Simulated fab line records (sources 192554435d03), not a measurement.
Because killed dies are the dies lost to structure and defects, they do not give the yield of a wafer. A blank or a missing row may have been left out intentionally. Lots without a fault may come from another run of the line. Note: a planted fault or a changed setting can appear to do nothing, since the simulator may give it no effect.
Which tool is to blame? | flow n5_finfet | 12 lots (36 wafers sampled), 1 step of a 1938-step route

== WHAT THE GAUGES READ, wafer by wafer ==
N5_HKMG_FIN_CD_MEAS_12: the cd target is 92.8 nm.
lot  | measured     | on        | cd_nm (nm)
L075 | day 4 10:52  | cd_sem-03 | 92.5 91.4 93.6
L077 | day 4 18:37  | cd_sem-02 | 92.6 93.4 92.5
L079 | day 5 10:52  | cd_sem-03 | 92.4 92.5 92.6
L081 | day 6 04:27  | cd_sem-01 | 91.9 93.0 91.3
L083 | day 6 12:37  | cd_sem-03 | 93.3 94.3 93.5
L085 | day 7 05:02  | cd_sem-01 | 93.9 94.1 93.0
L087 | day 7 11:39  | cd_sem-03 | 93.0 93.6 94.1
L089 | day 7 21:53  | cd_sem-02 | 92.8 91.5 93.1
L091 | day 8 08:03  | cd_sem-02 | 93.5 92.1 91.3
L093 | day 8 21:40  | cd_sem-03 | 91.6 90.7 93.3
L095 | day 9 13:04  | cd_sem-02 | 92.7 92.7 93.1
L097 | day 10 01:32 | cd_sem-03 | 92.4 93.0 91.4

== EACH LOT AND THE TOOL THAT RAN IT (in order: tool; ch and the chambers of the sampled wafers; start) ==
There is no process step in the record ahead of these readings.

== THE ANSWER, worked out from the rows above alone ==
Rule: the lots themselves supply what counts as usual. The widest of any qualifying gaps counts: lots, ordered by their means at a reading, are off when they make up no more than a third of the lots, leave a main group of 4 or more, and stand apart from it by 3 or more times the standard deviation of that group's means. A main group is skipped when, at the precision printed for the reading in the tables above, its means are all equal. Also off: a lot with no number at a reading for which 4 or more lots have one. Any other lot the step has rows for is counted as sound.
Nothing can be told from this: no lot is off at any reading shown.

== WHAT THE SIMULATOR HAD PUT IN ==
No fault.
